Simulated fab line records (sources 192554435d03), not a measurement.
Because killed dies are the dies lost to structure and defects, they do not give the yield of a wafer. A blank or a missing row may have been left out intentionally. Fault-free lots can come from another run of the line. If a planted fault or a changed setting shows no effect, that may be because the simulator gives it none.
Which tool was responsible? | flow n5Finfet | Sampling: 10 lots, 28 wafers, 6 of 1938 route steps

WHAT THE GAUGES SHOWED, per wafer
N5_BEOL_M4_RC_MEAS_101.
lot  | measured     | on        | DIBL_N (mV/V)  | DIBL_P (mV/V)  | IOFF_N (nA/um) | IOFF_P (nA/um) | ION_N (uA/um) | ION_P (uA/um) | SS_N (mV/dec)  | SS_P (mV/dec)  | VT_N (mV)   | VT_P (mV)
L853 | day 9 13:01  | prober-01 | 33.9 35.4 35.7 | 34.2 35.7 36.5 | 0.12 0.16 0.17 | 0.17 0.19 0.21 | 659 677 694   | 451 457 467   | 71.3 71.1 70.8 | 73.7 73.4 73.6 | 252 250 246 | -257 -253 -252
L854 | day 9 15:42  | prober-02 | 33.4 30.8 33.7 | 33.8 32.2 34.7 | 0.13 0.10 0.14 | 0.17 0.16 0.19 | 678 659 679   | 460 462 465   | 70.8 70.2 70.8 | 72.1 72.1 72.4 | 252 257 249 | -251 -254 -253
L859 | day 10 19:05 | prober-01 | 35.2 32.3 35.6 | 34.8 32.9 36.0 | 0.14 0.11 0.14 | 0.18 0.16 0.19 | 665 655 667   | 455 454 461   | 71.1 70.3 71.0 | 72.2 71.8 72.8 | 253 254 251 | -255 -252 -254
L858 | day 10 20:53 | prober-02 | 37.0 36.6 34.1 | 39.5 38.0 35.2 | 0.18 0.17 0.13 | 0.26 0.23 0.19 | 667 674 660   | 465 460 463   | 72.0 71.6 71.6 | 74.1 74.1 72.9 | 252 248 254 | -250 -251 -254
L866 | day 12 06:52 | prober-01 | 37.0 35.4 37.6 | 37.3 34.3 37.9 | 0.17 0.15 0.19 | 0.23 0.19 0.25 | 671 675 684   | 464 463 467   | 72.0 71.1 72.0 | 73.7 72.8 73.7 | 249 248 248 | -248 -253 -249
L864 | day 12 09:06 | prober-02 | 31.8 35.7 34.3 | 33.3 37.8 35.4 | 0.11 0.16 0.15 | 0.16 0.22 0.19 | 651 663 670   | 452 458 457   | 70.9 72.4 71.0 | 73.1 73.2 73.0 | 254 248 251 | -254 -252 -253
L868 | day 13 11:36 | prober-02 | 35.1 35.3 35.8 | 36.3 35.5 37.0 | 0.15 0.15 0.16 | 0.22 0.19 0.23 | 664 677 677   | 461 457 463   | 71.1 70.9 71.8 | 73.1 73.1 73.0 | 248 251 250 | -250 -252 -248
L870 | day 13 14:39 | prober-01 | 36.3 32.1 32.0 | 34.9 30.5 30.6 | 0.13 0.09 0.09 | 0.19 0.14 0.14 | 659 651 647   | 452 450 452   | 71.5 69.7 69.8 | 73.4 72.0 71.9 | 252 258 259 | -250 -256 -254
L873 | day 14 03:54 | prober-01 | 33.5 36.5      | 32.5 36.5      | 0.11 0.16      | 0.14 0.19      | 662 684       | 454 460       | 70.8 71.9      | 72.1 73.1      | 252 253     | -257 -252
L875 | day 15 02:30 | prober-02 | 37.4 35.2      | 39.4 37.4      | 0.20 0.17      | 0.23 0.21      | 696 681       | 470 468       | 72.3 71.6      | 73.4 73.8      | 247 250     | -251 -251

N5_BEOL_M5_THK_MEAS_01.
lot  | measured     | on           | M5_ILD_THK (nm)
L853 | day 9 14:33  | filmMetro-01 | 118.8 119.4 121.2
L854 | day 9 17:14  | filmMetro-01 | 121.6 123.5 121.8
L859 | day 10 20:38 | filmMetro-01 | 118.8 121.0 120.8
L858 | day 10 22:17 | filmMetro-01 | 119.4 122.4 122.9
L866 | day 12 08:24 | filmMetro-01 | 119.8 120.0 123.4
L864 | day 12 10:20 | filmMetro-01 | 121.1 120.6 122.0
L868 | day 13 13:51 | filmMetro-01 | 120.2 117.5 121.4
L870 | day 13 16:11 | filmMetro-01 | 120.4 122.8 122.7
L873 | day 14 05:26 | filmMetro-01 | 57.4 122.8
L875 | day 15 03:36 | filmMetro-02 | 56.1 122.2

WHAT TOOL EACH LOT RAN ON (gives the tool, then ch and the chambers of the sampled wafers, and finally the start)
lot  | N5_BEOL_M4_ANNEAL_89        | N5_BEOL_M4_ANNEAL_91        | N5_BEOL_M4_DEP_57               | N5_BEOL_M5_ILD_DEP_00
L853 | pvdSputter-03, day 9 10:26  | pvdSputter-03, day 9 10:39  | pecvd-04 ch 0,1, day 9 12:54    | pecvd-04 ch 0,2, day 9 13:59
L854 | pvdSputter-02, day 9 13:32  | pvdSputter-02, day 9 13:45  | pecvd-03 ch 0,2, day 9 15:35    | pecvd-04 ch 1,2, day 9 16:40
L859 | pvdSputter-03, day 10 17:04 | pvdSputter-03, day 10 17:17 | pecvd-03 ch 0,1,2, day 10 18:58 | pecvd-01 ch 0,1,2, day 10 20:04
L858 | pvdSputter-01, day 10 18:49 | pvdSputter-01, day 10 19:02 | pecvd-03 ch 0,1, day 10 20:36   | pecvd-02 ch 0,1, day 10 21:41
L866 | pvdSputter-01, day 12 04:58 | pvdSputter-01, day 12 05:11 | pecvd-04 ch 0,1, day 12 06:45   | pecvd-04 ch 1,2, day 12 07:50
L864 | pvdSputter-01, day 12 06:53 | pvdSputter-01, day 12 07:07 | pecvd-04 ch 0,1,2, day 12 08:40 | pecvd-04 ch 0,1, day 12 09:46
L868 | pvdSputter-02, day 13 09:32 | pvdSputter-02, day 13 09:46 | pecvd-04 ch 0,1,2, day 13 11:20 | pecvd-02 ch 0,2, day 13 12:25
L870 | pvdSputter-03, day 13 12:46 | pvdSputter-03, day 13 12:59 | pecvd-03 ch 0,2, day 13 14:32   | pecvd-04 ch 0,2, day 13 15:37
L873 | pvdSputter-03, day 14 02:00 | pvdSputter-03, day 14 02:13 | pecvd-01 ch 1,2, day 14 03:47   | pecvd-02 ch 0,1, day 14 04:52
L875 | pvdSputter-03, day 15 00:05 | pvdSputter-03, day 15 00:18 | pecvd-04 ch 1,2, day 15 01:56   | pecvd-02 ch 0,2, day 15 03:01
- N5_BEOL_M4_ANNEAL_89: time 240 s.
- N5_BEOL_M4_ANNEAL_91: time 240 s.
- N5_BEOL_M4_DEP_57: deposits SiCN from 3MS/NH3, target thk 8 nm, time 14 s.
- N5_BEOL_M5_ILD_DEP_00: deposits SiCOH lowk from DEMS/porogen, target thk 140.64 nm, time 25.9 s.

AS READ BY THE TOOLS THEMSELVES (means over the sampled wafers that have a number; for cases with no such wafer, the mark the record gives instead)
N5_BEOL_M4_ANNEAL_89.
lot  | tool          | heaterPowerW (W) | susceptor_temp_C_max
L853 | pvdSputter-03 | 837              | 401.1
L854 | pvdSputter-02 | 860              | 401.0
L859 | pvdSputter-03 | 868              | 401.1
L858 | pvdSputter-01 | 813              | 400.9
L866 | pvdSputter-01 | 820              | 401.4
L864 | pvdSputter-01 | 822              | 401.0
L868 | pvdSputter-02 | 828              | 400.8
L870 | pvdSputter-03 | 881              | 401.0
L873 | pvdSputter-03 | 872              | 401.2
L875 | pvdSputter-03 | 916              | 401.2

N5_BEOL_M4_ANNEAL_91.
lot  | tool          | heaterPowerW (W) | susceptor_temp_C_max
L853 | pvdSputter-03 | 850              | 401.2
L854 | pvdSputter-02 | 873              | 401.1
L859 | pvdSputter-03 | 883              | 401.0
L858 | pvdSputter-01 | 806              | 400.8
L866 | pvdSputter-01 | 825              | 400.9
L864 | pvdSputter-01 | 809              | 401.2
L868 | pvdSputter-02 | 838              | 401.4
L870 | pvdSputter-03 | 883              | 400.7
L873 | pvdSputter-03 | 853              | 401.0
L875 | pvdSputter-03 | 916              | 401.1

N5_BEOL_M4_DEP_57.
lot  | tool     | rfFwdPowerW (W) | showerheadPlenumPTorr (Torr) | throttleValvePct (%)
L853 | pecvd-04 | 198.8           | 3.653                        | 9.2
L854 | pecvd-03 | 199.9           | 3.668                        | 9.9
L859 | pecvd-03 | 200.0           | 3.679                        | 9.3
L858 | pecvd-03 | 199.9           | 3.668                        | 10.5
L866 | pecvd-04 | 198.7           | 3.659                        | 8.8
L864 | pecvd-04 | 198.4           | 3.658                        | 9.0
L868 | pecvd-04 | 198.6           | 3.664                        | 9.1
L870 | pecvd-03 | 200.0           | 3.669                        | 10.1
L873 | pecvd-01 | 199.8           | 3.675                        | 8.9
L875 | pecvd-04 | 199.1           | 3.668                        | 9.1

N5_BEOL_M5_ILD_DEP_00.
lot  | tool     | heaterPowerW (W) | rfFwdPowerW (W) | showerheadPlenumPTorr (Torr) | throttleValvePct (%)
L853 | pecvd-04 | 302              | 495.2           | 5.744                        | 13.1
L854 | pecvd-04 | 279              | 493.0           | 5.736                        | 14.3
L859 | pecvd-01 | 366              | 493.0           | 5.757                        | 13.3
L858 | pecvd-02 | 341              | 493.3           | 5.732                        | 13.6
L866 | pecvd-04 | 283              | 494.9           | 5.743                        | 14.2
L864 | pecvd-04 | 253              | 490.7           | 5.731                        | 14.2
L868 | pecvd-02 | 409              | 492.4           | 5.713                        | 13.3
L870 | pecvd-04 | 309              | 495.6           | 5.754                        | 13.2
L873 | pecvd-02 | 348              | 491.2           | 5.732                        | 13.6
L875 | pecvd-02 | 400              | 494.5           | 5.704                        | 13.4

THE ANSWER, worked out from the rows above alone
Rule: the lots themselves supply what counts as usual. Put in order of their means at a reading, lots are off if they are a third of the lots or fewer, leave a main group of 4 or more, and stand apart from it by a gap of 3 or more times the standard deviation of the main group's means; of several such gaps the widest counts. If all means in a main group match to the digits the tables above print for the reading, that group is not used. Also off: a lot with no number at a reading for which 4 or more lots have one. Where the step has rows for the other lots, those lots are counted as sound. After the gauges, taken in route order, come the tools' own readings; for these a lot's mean is taken, as printed above. At the first step where some lot is off, the reading lying furthest off is the one used; lots without a number count as furthest.
Off: L873, L875, at N5_BEOL_M5_THK_MEAS_01 (M5_ILD_THK). Mean 121.0 nm and standard deviation 0.92 in the main group.
If a tool, at a process step before that reading, ran all the lots that are off and no sound lot after the first of them, it fits. Gauges at N5_BEOL_M5_THK_MEAS_01: tried the same way as those tools. This does not decide it: 2 tools fit, namely pvdSputter-03 at N5_BEOL_M4_ANNEAL_89 and N5_BEOL_M4_ANNEAL_91 and pecvd-02 at N5_BEOL_M5_ILD_DEP_00.

WHAT THE SIMULATOR HAD INSERTED
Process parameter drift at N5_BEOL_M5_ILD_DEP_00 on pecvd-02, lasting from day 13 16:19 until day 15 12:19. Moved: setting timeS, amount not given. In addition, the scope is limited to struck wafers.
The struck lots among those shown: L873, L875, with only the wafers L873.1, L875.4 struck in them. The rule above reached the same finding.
